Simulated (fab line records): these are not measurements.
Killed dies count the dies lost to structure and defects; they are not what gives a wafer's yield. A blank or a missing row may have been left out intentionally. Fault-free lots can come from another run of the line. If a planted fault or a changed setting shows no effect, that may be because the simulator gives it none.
Chamber matching / flow nand harc / 3 sister chambers for NHARC_A_STAIRCASE_DEP_301 on pecvd-04
The step deposits SiON, target thk 30 nm. 3 wafers are shown with their chamber, then 7 later ones without.

WAFERS, EACH WITH ITS CHAMBER
wafer=L080.5; chamber=1; heater power w (W)=706
wafer=L081.1; chamber=0; heater power w (W)=793
wafer=L081.3; chamber=2; heater power w (W)=894

WAFERS WITH NO CHAMBER GIVEN
wafer=L081.4; heater power w (W)=921
wafer=L084.1; heater power w (W)=778
wafer=L084.3; heater power w (W)=907
wafer=L084.4; heater power w (W)=785
wafer=L095.1; heater power w (W)=902
wafer=L095.3; heater power w (W)=651
wafer=L095.5; heater power w (W)=810

THE CHAMBER EACH PASSED THROUGH
wafer=L081.4; from the rows above=2; in truth=2
wafer=L084.1; from the rows above=0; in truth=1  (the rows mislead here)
wafer=L084.3; from the rows above=2; in truth=2
wafer=L084.4; from the rows above=0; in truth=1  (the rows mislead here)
wafer=L095.1; from the rows above=2; in truth=2
wafer=L095.3; from the rows above=1; in truth=1
wafer=L095.5; from the rows above=0; in truth=0
5 of 7 placed correctly. Number that these rows cannot place: 0. Wrongly placed: 2.
How it was worked out, from the rows above alone: a wafer's distance from a chamber is the root of the sum, over the readings, of the square of ((its reading less the chamber's mean) divided by the reading's scatter). If the next closest chamber is less than 2 further off than the closest, the wafer can't be placed; otherwise it belongs to the closest. The mean given for a chamber averages the wafers shown for that chamber. The scatter (one wafer shown for each chamber): square how far every hidden wafer sits from the nearest shown wafer, average those squares and take the square root.
